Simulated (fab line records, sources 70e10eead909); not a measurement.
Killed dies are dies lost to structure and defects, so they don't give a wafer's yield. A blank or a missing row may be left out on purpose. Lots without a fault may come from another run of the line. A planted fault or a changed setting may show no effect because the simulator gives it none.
fab line records | flow nand_harc
record lots=13 wafers=38 last_day=24
route steps=1159 shown A_M0@1005
lots that met no fault: from a run of the same line without faults
start_h: hours from the record's first day to the start of the lot's first wafer shown | wait_h: hours since the lot's step before | " the same as in the row above | L1.1+2: a row that stands for several wafers | - no value, or no start given | * or withheld: withheld | < > ~ a bound
route shown NAME@n: a module of which the file shows steps, and the number in the route of the first | usual: mean/standard deviation of fault-free wafers | same: alike in all rows | chamber/n: place in a boat | sites: the reading at each site | _std_site: their standard deviation | _edge_site: outer sites' mean less inner sites' | radius_mm: how far each site lies from the wafer's centre | mask NAME#n: copy n | behind: the tool/chamber that last shaped the wafer | hold: why the lot was held/for how many hours/how that ended | device: the transistor (n, p or np) that didn't switch | end of line: the same wafers' tests at the end of the route | a step without rows: its recipe alone | killed: dies lost to structure and defects at the first sort, not the wafer's yield | map: a wafer's dies, x killed, . not, _ none there
set.NAME: the setting as run; set.NAME@STEP: as run at that earlier step | model.NAME: the simulator's own value behind a step, which no gauge read
steps of the route over a sample of lots; a table a step, a row a wafer
services: from which hour (start_h, from the record's first day; less than 0 if before it) a tool's chamber was out of use, for how many hours, and why
## steps
# step NHARC_A_M0_OVL_MEAS_10
# recipe pitch_nm=160
# usual overlay_x_nm=0.0/0.89 overlay_y_nm=-0.1/0.87
# columns lot.wafer tool chamber start_h wait_h overlay_x_nm overlay_y_nm
L474.1 overlay-01 - 409.13 - -0.4 -1.6
L474.3 " - " " 0.3 -0.9
L474.4 " - " " -0.1 -1.1
L475.4 overlay-02 - 439.41 - -0.2 0.8
L475.5 " - " " 0.2 0.7
L475.6 " - " " -0.2 0.8
L477.2 overlay-02 - 446.29 - -0.8 -0.3
L477.3 " - " " -0.8 -0.7
L477.4 " - " " -0.6 -0.1
L479.1 overlay-02 - 451.72 - 0.4 -1.4
L479.4 " - " " 0.3 -1.3
L479.5 " - " " 0.7 -1.2
L478.1 overlay-01 - 451.89 - 1.0 0.1
L478.5 " - " " 1.8 0.9
L478.6 " - " " 1.7 0.2
L480.1 overlay-02 - 461.00 - -0.7 1.9
L480.3 " - " " -1.1 2.3
L480.5 " - " " -1.1 1.1
L481.2 overlay-02 - 466.86 - -1.6 0.2
L481.3 " - " " -1.3 0.7
L481.4 " - " " -1.1 0.8
L488.3 overlay-02 - 502.10 - 0.0 0.0
L488.5 " - " " -0.4 0.3
L488.6 " - " " -0.7 0.6
L489.1 overlay-02 - 514.72 - 1.6 0.0
L489.3 " - " " 1.7 -0.4
L491.1 overlay-02 - 522.49 - 1.0 -0.4
L491.2 " - " " 1.0 0.1
L491.5 " - " " 1.1 0.4
L493.1 overlay-01 - 523.58 - 0.3 0.4
L493.4 " - " " 0.5 0.6
L493.6 " - " " 0.7 0.5
L492.3 overlay-02 - 529.13 - -0.1 0.0
L492.5 " - " " -0.5 -0.7
L492.6 " - " " -0.4 -0.3
L494.3 overlay-01 - 544.53 - 0.1 -0.1
L494.4 " - " " 0.3 -0.6
L494.5 " - " " 0.2 -0.2
# step NHARC_A_M0_ETCH_34
# recipe target_depth_a=400 overetch_a=120 time_s=43.94 ion_energy_ev=200 n2_flow_sccm=150 h2_flow_sccm=150 ar_flow_sccm=0 rf_w=400 bias_w=150 chemistry=N2/H2
# usual bias_w=150.0/0.44 drypump_motor_current_A=5.8/0.55 oes_product_au=0.997/0.0096 rf_vpp_V=431.3/2.4 showerhead_plenum_p_Torr=2.07/0.086 throttle_valve_pct=14.171/0.0098
# same time_s=43.94
# columns lot.wafer tool chamber start_h wait_h bias_w drypump_motor_current_A oes_product_au rf_hours_counter_h rf_vpp_V showerhead_plenum_p_Torr throttle_valve_pct
L474.1 rie_diel-03 0 409.32 0.1 150.0 6.1 1.019 1.0 432.6 2.12 14.159
L474.3 " 1 " " 150.2 4.9 0.998 1.0 427.2 1.89 14.179
L474.4 " 2 " " 150.4 5.9 0.991 0.6 431.6 2.08 14.177
L475.4 rie_diel-03 3 439.61 0.1 150.5 5.6 1.014 2.5 429.5 1.98 14.155
L475.5 " 0 " " 150.0 6.1 1.014 - 431.9 2.12 14.169
L475.6 " 1 " " 150.7 4.9 0.992 - 425.2 1.89 14.177
L477.3 rie_diel-12 0 446.50 0.1 150.0 5.8 0.982 5.1 431.4 2.12 14.169
L477.2 " 1 " " 149.9 4.9 0.999 5.1 429.9 2.05 14.165
L477.4 " 1 " " 150.2 4.9 0.991 - 431.1 2.05 14.167
L479.4 rie_diel-03 1 451.91 0.1 149.5 4.8 1.000 4.2 426.6 1.89 14.177
L479.1 " 2 " " 149.7 5.9 0.992 3.0 431.5 2.08 14.182
L479.5 " 3 " " 149.8 5.6 1.005 - 429.3 1.98 14.168
L478.1 rie_diel-12 0 452.07 0.1 149.4 5.8 0.996 5.2 432.2 2.12 14.157
L478.5 " 0 " " 150.2 5.8 0.985 - 432.1 2.12 14.148
L478.6 " 1 " " 149.9 5.0 0.995 - 432.5 2.05 14.182
L480.1 rie_diel-03 2 461.18 0.1 149.7 5.9 0.990 3.5 431.4 2.08 14.162
L480.3 " 0 " " 150.3 6.1 1.000 4.7 432.5 2.12 14.168
L480.5 " 3 " " 149.9 5.6 0.986 - 429.7 1.98 14.156
L481.3 rie_diel-07 0 467.04 0.1 149.5 6.7 0.987 4.9 431.2 2.04 14.170
L481.2 " 1 " " 149.9 5.8 1.007 4.6 432.8 2.15 14.176
L481.4 " 2 " " 149.8 6.4 0.993 3.9 434.4 2.13 14.178
L488.3 rie_diel-03 1 502.28 0.1 150.1 4.9 0.820 7.4 425.6 1.89 14.174
L488.5 " 1 " " 149.8 4.8 0.989 - 427.3 1.89 14.156
L488.6 " 2 " " 150.3 5.9 0.993 - 432.3 2.07 14.171
L489.1 rie_diel-03 2 514.91 0.1 149.3 5.9 0.993 7.2 432.1 2.07 14.172
L489.3 " 3 " " 150.0 5.6 0.827 7.7 428.2 1.98 14.174
L491.2 rie_diel-07 3 522.67 0.1 149.3 6.1 1.004 7.1 427.8 1.97 14.165
L491.1 " 0 " " 150.2 6.7 1.005 7.7 430.8 2.04 14.172
L491.5 " 0 " " 150.1 6.7 1.002 - 430.4 2.04 14.181
L493.4 rie_diel-12 0 523.77 0.1 149.4 5.8 0.993 11.4 433.7 2.12 14.188
L493.1 " 2 " " 149.6 5.4 0.983 10.2 433.8 2.19 14.174
L493.6 " 3 " " 149.5 6.5 1.008 - 433.0 2.14 14.161
L492.3 rie_diel-12 2 529.32 0.1 150.3 5.4 0.980 10.6 434.5 2.19 14.158
L492.5 " 1 " " 149.5 4.9 0.998 - 431.2 2.04 14.157
L492.6 " 2 " " 150.1 5.4 0.980 - 433.5 2.19 14.159
L494.4 rie_diel-07 1 544.71 0.1 150.0 5.9 1.003 9.3 433.0 2.15 14.142
L494.3 " 3 " " 149.6 6.0 0.991 8.7 429.4 1.97 14.180
L494.5 " 1 " " 149.5 5.8 0.998 - 434.2 2.15 14.181
# step NHARC_A_M0_PRE_CLEAN_29
# recipe time_s=30 temp_c=280 gas=H2/He
# usual heater_power_w=410/24
# same time_s=30
# columns lot.wafer tool chamber start_h wait_h heater_power_w
L474.1 pvd_sputter-01 - - - 477
L474.4 " - " " 436
L474.3 " - " " 358
L475.4 pvd_sputter-02 - - - 433
L475.5 " - " " 425
L475.6 " - " " 399
L477.2 pvd_sputter-02 - - - 439
L477.4 " - " " 408
L477.3 " - " " 401
L479.1 pvd_sputter-02 - - - 410
L479.4 " - " " 396
L479.5 " - " " 433
L478.1 pvd_sputter-03 - - - 451
L478.6 " - " " 406
L478.5 " - " " 439
L480.3 pvd_sputter-02 - - - 433
L480.1 " - " " 422
L480.5 " - " " 431
L481.4 pvd_sputter-01 - - - 399
L481.3 " - " " 354
L481.2 " - " " 472
L488.3 pvd_sputter-02 - - - 385
L488.5 " - " " 381
L488.6 " - " " 402
L489.1 pvd_sputter-02 - - - 428
L489.3 " - " " 409
L491.1 pvd_sputter-02 - - - 382
L491.2 " - " " 395
L491.5 " - " " 390
L493.1 pvd_sputter-02 - - - 417
L493.4 " - " " 401
L493.6 " - " " 421
L492.3 pvd_sputter-01 - - - 400
L492.5 " - " " 400
L492.6 " - " " 355
L494.4 pvd_sputter-03 - - - 410
L494.3 " - " " 426
L494.5 " - " " 429
# step NHARC_A_M0_ANNEAL_30
# recipe temp_c=225 time_s=90
# usual wafer_temp_C_max=225.99/0.24
# same time_s=90
# columns lot.wafer tool chamber start_h wait_h wafer_temp_C_max
L474.1 rtp_anneal-01 0 410.90 - 226.07
L474.3 " 0 " " 226.06
L474.4 " 0 " " 226.37
L475.4 rtp_anneal-01 0 441.32 - 226.10
L475.5 " 0 " " 225.82
L475.6 " 0 " " 226.06
L477.2 rtp_anneal-01 0 448.19 - 225.92
L477.3 " 0 " " 225.91
L477.4 " 0 " " 225.56
L479.1 rtp_anneal-01 0 453.47 0.3 225.60
L479.4 " 0 " " 225.65
L479.5 " 0 " " 225.80
L478.1 rtp_anneal-02 0 453.77 - 226.34
L478.5 " 0 " " 226.05
L478.6 " 0 " " 226.49
L480.1 rtp_anneal-02 0 463.12 - 225.91
L480.3 " 0 " " 226.14
L480.5 " 0 " " 226.06
L481.2 rtp_anneal-02 0 468.67 - 226.11
L481.3 " 0 " " 226.11
L481.4 " 0 " " 225.99
L488.3 rtp_anneal-01 0 504.07 0.4 225.52
L488.5 " 0 " " 226.02
L488.6 " 0 " " 225.99
L489.1 rtp_anneal-01 0 516.48 0.3 226.12
L489.3 " 0 " " 226.12
L491.1 rtp_anneal-01 0 524.27 0.3 225.81
L491.2 " 0 " " 226.27
L491.5 " 0 " " 225.85
L493.1 rtp_anneal-01 0 525.34 0.3 226.15
L493.4 " 0 " " 225.99
L493.6 " 0 " " 226.14
L492.3 rtp_anneal-01 0 530.99 0.3 226.06
L492.5 " 0 " " 226.04
L492.6 " 0 " " 225.87
L494.3 rtp_anneal-02 0 546.38 0.3 225.63
L494.4 " 0 " " 225.80
L494.5 " 0 " " 226.34
## services
# columns tool chamber start_h hours kind
rie_diel-07 2 385.39 3.9 repair
rie_diel-12 2 385.89 6.0 repair
pvd_sputter-02 - 392.05 10.0 pm
rie_diel-03 - 392.30 9.0 pm
rie_diel-03 0 392.30 9.0 vent_cycle
rie_diel-03 1 392.30 9.0 vent_cycle
rie_diel-03 2 392.30 9.0 vent_cycle
rie_diel-03 3 392.30 9.0 vent_cycle
rie_diel-03 0 401.30 - clean
rie_diel-03 1 401.30 - clean
rie_diel-03 2 401.30 - clean
rie_diel-03 3 401.30 - clean
rie_diel-07 - 405.20 9.0 pm
rie_diel-03 - 408.10 0.9 repair
pvd_sputter-01 - 413.62 4.7 repair
pvd_sputter-02 - 416.34 1.0 repair
pvd_sputter-02 - 420.97 1.0 repair
rie_diel-03 0 425.80 - clean
rie_diel-03 2 443.81 3.2 repair
rie_diel-12 3 444.34 2.6 repair
pvd_sputter-03 - 458.00 10.0 pm
rie_diel-07 - 471.95 0.6 repair
pvd_sputter-02 - 508.30 4.1 repair
pvd_sputter-01 - 514.02 10.0 pm
## key
first_sign step=NHARC_A_M0_ETCH_34 reading=oes_product_au direction=down sigmas=18 usual=0.997 struck=0.823
effect none on later readings
met_at NHARC_A_M0_ETCH_34
struck_lots L488,L489
struck_wafers L488.3,L489.3
tester_left_out L489
not_acting_at NHARC_A_M0_OVL_MEAS_10,NHARC_A_M0_PRE_CLEAN_29,NHARC_A_M0_ANNEAL_30
onset_between 461.18 502.28
earlier_fault kind=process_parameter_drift tool=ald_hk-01 chamber=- onset_h=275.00 steps=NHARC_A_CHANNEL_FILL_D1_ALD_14 channel=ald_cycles offset=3 shape=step end_h=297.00 scope=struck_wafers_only acts_in=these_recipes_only stated=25
fault kind=process_parameter_drift tool=rie_diel-03 chamber=- onset_h=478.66 steps=NHARC_A_M0_ETCH_34 channel=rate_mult offset=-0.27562 shape=step end_h=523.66 scope=struck_wafers_only
# tester_left_out: of these lots the tester's yield and bins aren't shown, on N5 and GAA mostly nor the transistor test; their killed dies are dies lost to structure and defects alone, not to doping, threshold or leakage, so they don't give the yield
